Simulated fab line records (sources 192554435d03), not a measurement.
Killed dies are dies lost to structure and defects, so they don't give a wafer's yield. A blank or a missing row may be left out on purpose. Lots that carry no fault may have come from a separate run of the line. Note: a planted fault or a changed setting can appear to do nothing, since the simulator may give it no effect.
Lot-split experiment -- flow n5_finfet -- 7 lots, 21 wafers read, on a route of 1938 steps

THE SPLIT
At N5_PASSIVATION_ETCH_15 (etches SiCN in CF4/N2, target depth 75 nm, time 81.2 s), the setting bias_w was moved away from the recipe's 70 W on 5 of the 21 wafers read, by -5.5% to +9.0%. This setting was run at the recipe's value on the other wafers.

The reading comes from the split's own step.

THE READING
rf_vpp_V, in V, at N5_PASSIVATION_ETCH_15 (etches SiCN in CF4/N2, target depth 75 nm, time 81.2 s). Typical for fault-free wafers on this fab line: 382.3 V, with standard deviation 2.1 V.

wafer,"tool, chamber at the split","bias_w as run, W",against the recipe,"rf_vpp_V, V",against lot-mates on the recipe
L075.1,"rie_diel-01, 1",70,recipe,385.0,-
L075.3,"rie_diel-01, 0",70,recipe,382.8,-
L075.4,"rie_diel-01, 1",74.54,+6.5%,401.6,+17.7
L083.1,"rie_diel-02, 0",70,recipe,382.1,-
L083.3,"rie_diel-02, 3",70,recipe,386.6,-
L083.4,"rie_diel-02, 3",70,recipe,385.6,-
L085.1,"rie_diel-01, 3",76.29,+9.0%,402.1,+18.8
L085.3,"rie_diel-01, 1",70,recipe,385.9,-
L085.4,"rie_diel-01, 3",70,recipe,380.7,-
L088.1,"rie_diel-02, 2",70,recipe,380.2,-
L088.3,"rie_diel-02, 0",70,recipe,382.8,-
L088.6,"rie_diel-02, 1",70,recipe,386.4,-
L091.1,"rie_diel-02, 2",74.6,+6.6%,395.8,+11.2
L091.4,"rie_diel-02, 0",74.6,+6.6%,396.5,+11.9
L091.5,"rie_diel-02, 3",70,recipe,384.6,-
L095.3,"rie_diel-02, 3",66.12,-5.5%,371.4,-11.9
L095.4,"rie_diel-02, 0",70,recipe,381.2,-
L095.6,"rie_diel-02, 3",70,recipe,385.3,-
L096.1,"rie_diel-01, 0",70,recipe,381.5,-
L096.5,"rie_diel-01, 1",70,recipe,383.1,-
L096.6,"rie_diel-01, 0",70,recipe,382.3,-

FIT RESULTS
A straight line over all 21 wafers: rf_vpp_V changes by +2.16 V for each +1% of bias_w; r = +0.96; the points scatter about the line by 2.2 V.
The same after taking each lot's own level away (the mean of its wafers on the recipe; 21 wafers): +2.09 V for each +1%; r = +0.96; scatter 2.1 V.
According to that fit, moving bias_w by its largest amount changes the reading by 19 V.
The lots' own levels span 382.30 to 384.77 V, that is 1.2 times the standard deviation above.
So the lot-to-lot level changes the slope little: the two slopes agree.
Check: with one of the wafers moved furthest among these (+9.0%) left out of the fit, the line predicts +18.8 V for it against its lot-mates. It came out at +18.8 V against them.
Tool readings at the split's step, against how far the setting was moved: rf_vpp_V r = +0.96.

OTHER SPLITS ON THESE WAFERS
These wafers also went through other splits before the reading. Each is held against what the fit with the lots' levels taken away leaves over:
other split on the same wafers,wafers away from the commonest value,r with rf_vpp_V (lot level and that fit taken away)
N5_MIM_TOP_LITHO_EXPOSE_05 dose_mj,8,-0.23

FILE'S OWN FIT
rf_vpp_V changes by +2.16 V for each +1% of bias_w, r = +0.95.
